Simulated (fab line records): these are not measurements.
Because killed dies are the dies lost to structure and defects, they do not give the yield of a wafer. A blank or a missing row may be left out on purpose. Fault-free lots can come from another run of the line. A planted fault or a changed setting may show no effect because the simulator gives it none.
fab line records	flow nand_harc
record lots=5	wafers=15	last_day=24
route steps=1159 shown P_STI@107 P_GATE@110 END@1159
lots untouched by any fault: they come from a run of this same line in which no faults occurred
start_h: start of the lot's first displayed wafer, in hours after the record's first day	wait_h: how many hours have passed since the lot's step before this one	" identical to the entry in the row above	L1.1+2: a row that stands for several wafers	- either no value or no given start	* or withheld: withheld	< > ~ a bound
route shown NAME@n: a module of which the file shows steps, and the number in the route of the first	usual: average and standard deviation across the fault-free wafers	same: alike in all rows	chamber/n: place in a boat	sites: per-site readings	_std_site: the values' standard deviation	_edge_site: the outer-site mean with the inner-site mean subtracted	radius_mm: for every site, how far away it sits from the centre of the wafer	mask NAME#n: copy n	behind: the last tool/chamber to shape the wafer	hold: what put the lot on hold/how long, in hours/how the hold closed	device: the transistor (n, p or np) that didn't switch	end of line: the tests these same wafers got at the end of their route	a step with no rows: only its recipe	killed: dies that structure and defects cost at the first sort, which is not the same as the wafer's yield	map: dies across one wafer; x = killed, . = not, _ = none there
set.NAME: the setting as run; set.NAME@STEP: as run at that earlier step	model.NAME: the simulator's own value behind a step, which no gauge read
certain route steps with their lots: each step a table, each wafer a row
services: a tool's chamber out of use, with start hour (start_h, from the record's first day; less than 0 if before it), hours out, and reason
## steps
# step NHARC_P_STI_SRD_39
# step NHARC_P_STI_OXIDE_40
# recipe target_thk_a=100	temp_c=900	ox_time_s=1362	material=SiO2
# step NHARC_P_STI_INSPECT_25
# usual raw_defect_count=220/82
lot.wafer	tool	chamber	start_h	wait_h	raw_defect_count
L725.1	defect_inspect-01	-	71.45	0.4	314
L725.5	"	-	"	"	239
L725.6	"	-	"	"	216
L728.2	defect_inspect-02	-	81.33	0.4	109
L728.3	"	-	"	"	127
L728.4	"	-	"	"	188
L737.2	defect_inspect-01	-	145.24	0.4	277
L737.3	"	-	"	"	109
L737.4	"	-	"	"	216
L745.1	defect_inspect-02	-	181.99	0.4	161
L745.2	"	-	"	"	142
L745.3	"	-	"	"	170
L746.3	defect_inspect-02	-	198.19	0.4	267
L746.5	"	-	"	"	225
L746.6	"	-	"	"	211
# step NHARC_P_GATE_ETCH_69
# recipe target_depth_a=140	chemistry=dHF	material=SiO2
# step NHARC_P_GATE_PRECLEAN_70
# recipe time_s=*	temp_c=50	bath_age_min=0	chemistry=SC1
# step NHARC_P_GATE_SRD_01
# step NHARC_P_GATE_OXIDE_02
# recipe target_thk_a=375	temp_c=950	p_h2o_torr=720	ox_time_s=365	material=SiO2
# step NHARC_P_GATE_DEHYDRATE_03
# recipe temp_c=150	time_s=120
# step NHARC_P_GATE_HMDS_04
# recipe time_s=30
# step NHARC_P_GATE_COAT_05
# recipe spin_rpm=4690
# step NHARC_P_GATE_SOFTBAKE_06
# recipe temp_c=122	time_s=95
# step NHARC_P_GATE_EBR_07
# step NHARC_P_GATE_EXPOSE_08
# recipe na=0.6	dose_mj=16.75	mask_id=P_HV
lot.wafer	tool	chamber	start_h	wait_h	mask
L725.1+5+6	krf_scanner-02	0	79.32	-	P_HV#0
L728.2+3+4	krf_scanner-02	0	89.42	-	P_HV#0
L737.2+3+4	krf_scanner-02	0	153.13	-	P_PSD#0
L745.1+2+3	krf_scanner-01	0	190.88	-	P_HV#0
L746.3+5+6	krf_scanner-03	0	206.37	-	P_HV#0
# step NHARC_P_GATE_PEB_09
# recipe peb_temp_c=118	peb_time_s=85
# step NHARC_P_GATE_DEVELOP_10
# recipe time_s=70
# step NHARC_P_GATE_CD_MEAS_11
# recipe target_cd_nm=1640	landing_energy_ev=500
# usual cd_nm=1638.8/1.9
lot.wafer	tool	chamber	start_h	wait_h	cd_nm
L725.1	cd_sem-01	0	79.48	-	1636.7
L725.5	"	0	"	"	1635.4
L725.6	"	0	"	"	1639.1
L728.2	cd_sem-03	0	89.58	-	1637.1
L728.3	"	0	"	"	1638.1
L728.4	"	0	"	"	1639.1
L737.2	cd_sem-01	0	153.28	-	-
L737.3	"	0	"	"	-
L737.4	"	0	"	"	-
L745.1	cd_sem-03	0	191.04	-	1638.3
L745.2	"	0	"	"	1636.8
L745.3	"	0	"	"	1639.9
L746.3	cd_sem-03	0	206.53	-	1638.3
L746.5	"	0	"	"	1637.9
L746.6	"	0	"	"	1638.3
# step NHARC_P_GATE_HARDBAKE_12
# recipe temp_c=125	time_s=80
# step NHARC_END_SORT_01
# recipe temp_c=25
# usual killed_at_array=29/10	killed_at_other=0.7/1.1	killed_at_periphery=3.2/2.2	killed_dies=33/11	killed_open=3.5/1.8	killed_short=2.0/1.4
# same gross_dies=677
lot.wafer	tool	chamber	start_h	wait_h	killed_at_array	killed_at_other	killed_at_periphery	killed_dies	killed_open	killed_short
L725.1	prober-02	0	466.93	2.5	14	0	5	19	0	2
L725.5	prober-02	0	470.13	3.7	20	0	2	22	5	0
L725.6	prober-02	0	470.93	4.0	14	0	6	20	2	2
L737.2	prober-02	0	506.87	2.8	40	0	637	677	2	2
L737.3	prober-02	0	507.68	3.1	45	0	632	677	4	0
L737.4	prober-02	0	508.48	3.4	39	0	638	677	3	4
# killed by level:class
L725.1 P_GATE:chamber_film_flake=5 A_WL_FILL:chamber_film_flake=4 A_STAIRCASE:chamber_film_flake=4 A_M0:chamber_film_flake=2 A_SOURCE_PLATE:geometric_particle:short=1 A_WL_FILL:geometric_particle:short=1 A_CHANNEL_HOLE_D1:chamber_film_flake=1 A_SLIT:chamber_film_flake=1
L725.5 A_M0:chamber_film_flake=5 A_STAIRCASE:chamber_film_flake=4 A_CONTACT:geometric_particle:open=3 A_CONTACT:chamber_film_flake=3 P_GATE:chamber_film_flake=2 A_WL_FILL:chamber_film_flake=2 A_WL_FILL:geometric_particle:open=1 A_BLC:geometric_particle:open=1
L725.6 P_GATE:chamber_film_flake=3 A_STAIRCASE:chamber_film_flake=2 A_WL_FILL:chamber_film_flake=2 A_CONTACT:chamber_film_flake=2 A_M0:chamber_film_flake=2 P_M1:geometric_particle:open=1 A_ONON_D1:geometric_particle:short=1 A_WL_FILL:geometric_particle:short=1
L737.2 P_GATE:area_expose=635 A_CHANNEL_HOLE_D1:chamber_film_flake=15 A_SLIT:chamber_film_flake=15 A_STAIRCASE:chamber_film_flake=5 P_M0:geometric_particle:short=1 A_ONON_D1:geometric_particle:short=1 A_ONON_D1:geometric_particle:open=1 A_CONTACT:geometric_particle:open=1
L737.3 P_GATE:area_expose=630 A_CHANNEL_HOLE_D1:chamber_film_flake=16 A_SLIT:chamber_film_flake=16 A_STAIRCASE:chamber_film_flake=5 A_CONTACT:chamber_film_flake=3 A_M0:geometric_particle:open=2 P_M2:chamber_film_flake=2 A_ONON_D1:geometric_particle:open=1
L737.4 P_GATE:area_expose=635 A_CHANNEL_HOLE_D1:chamber_film_flake=16 A_SLIT:chamber_film_flake=9 A_STAIRCASE:chamber_film_flake=7 A_ONON_D1:geometric_particle:short=2 A_CHANNEL_FILL_D1:geometric_particle:short=2 P_M0:geometric_particle:open=1 A_M0:geometric_particle:open=1
# map L737.2 (x killed, . not)
____________x____________
_________xxxxxxx_________
_______xxxxxxxxxxx_______
______xxxxxxxxxxxxx______
_____xxxxxxxxxxxxxxx_____
____xxxxxxxxxxxxxxxxx____
____xxxxxxxxxxxxxxxxx____
___xxxxxxxxxxxxxxxxxxx___
___xxxxxxxxxxxxxxxxxxx___
__xxxxxxxxxxxxxxxxxxxxx__
__xxxxxxxxxxxxxxxxxxxxx__
_xxxxxxxxxxxxxxxxxxxxxxx_
_xxxxxxxxxxxxxxxxxxxxxxx_
_xxxxxxxxxxxxxxxxxxxxxxx_
_xxxxxxxxxxxxxxxxxxxxxxx_
_xxxxxxxxxxxxxxxxxxxxxxx_
xxxxxxxxxxxxxxxxxxxxxxxxx
xxxxxxxxxxxxxxxxxxxxxxxxx
xxxxxxxxxxxxxxxxxxxxxxxxx
xxxxxxxxxxxxxxxxxxxxxxxxx
xxxxxxxxxxxxxxxxxxxxxxxxx
_xxxxxxxxxxxxxxxxxxxxxxx_
_xxxxxxxxxxxxxxxxxxxxxxx_
_xxxxxxxxxxxxxxxxxxxxxxx_
_xxxxxxxxxxxxxxxxxxxxxxx_
_xxxxxxxxxxxxxxxxxxxxxxx_
__xxxxxxxxxxxxxxxxxxxxx__
__xxxxxxxxxxxxxxxxxxxxx__
___xxxxxxxxxxxxxxxxxxx___
___xxxxxxxxxxxxxxxxxxx___
____xxxxxxxxxxxxxxxxx____
____xxxxxxxxxxxxxxxxx____
_____xxxxxxxxxxxxxxx_____
______xxxxxxxxxxxxx______
_______xxxxxxxxxxx_______
_________xxxxxxx_________
____________x____________
# map L725.5 (x killed, . not)
____________.____________
_________......._________
_______..........._______
______.............______
_____..............._____
____.................____
____.................____
___....x..............___
___...................___
__.............x.......__
__...............x.....__
_.............x........._
_...........x...x......._
_......................._
_.......x..............._
_................x......_
...................x.....
.........................
.........................
....x.x..........x.......
.........................
_......................._
_........x.............._
_......................._
_.........x............._
_x.x.........x.........._
__........x............__
__.....................__
___..............x....___
___...................___
____.................____
____.................____
_____....x.........._____
______........x....______
_______..........._______
_________x......_________
____________.____________
## services
tool	chamber	start_h	hours	kind
krf_scanner-01	-	84.00	4.0	pm
krf_scanner-01	0	95.53	-	calibration
krf_scanner-02	0	97.44	-	calibration
krf_scanner-02	-	110.69	0.6	repair
krf_scanner-01	-	117.44	0.5	repair
krf_scanner-03	-	168.00	4.0	pm
krf_scanner-03	-	199.46	1.5	repair
krf_scanner-01	-	205.39	2.0	repair
## key
first_sign step=NHARC_P_GATE_EXPOSE_08	reading=mask	direction=changed
effect step=NHARC_P_GATE_CD_MEAS_11	reading=cd_nm	direction=missing
effect step=NHARC_END_SORT_01	reading=killed_at_periphery	direction=up	sigmas=99+	usual=3.2	struck=635.7
more_kills_born_at NHARC_P_GATE_EXPOSE_08@krf_scanner-02=1900
met_at NHARC_P_GATE_EXPOSE_08
struck_wafers L737.2,L737.3,L737.4
later_rows_left_out L737.2,L737.3,L737.4
tester_left_out L737
onset_between 89.42 153.13
fault kind=wrong_mask	tool=any	chamber=-	onset_h=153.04	steps=NHARC_P_GATE_EXPOSE_08	aux_copy=P_PSD#0	scope=struck_lots_only
# tester_left_out: of these lots the tester's yield and bins aren't shown, on N5 and GAA mostly nor the transistor test; their killed dies are dies lost to structure and defects alone, not to doping, threshold or leakage, so they don't give the yield
# later_rows_left_out: the simulator's readings of these wafers behind a module that went badly wrong aren't trusted and aren't shown, but for the sort
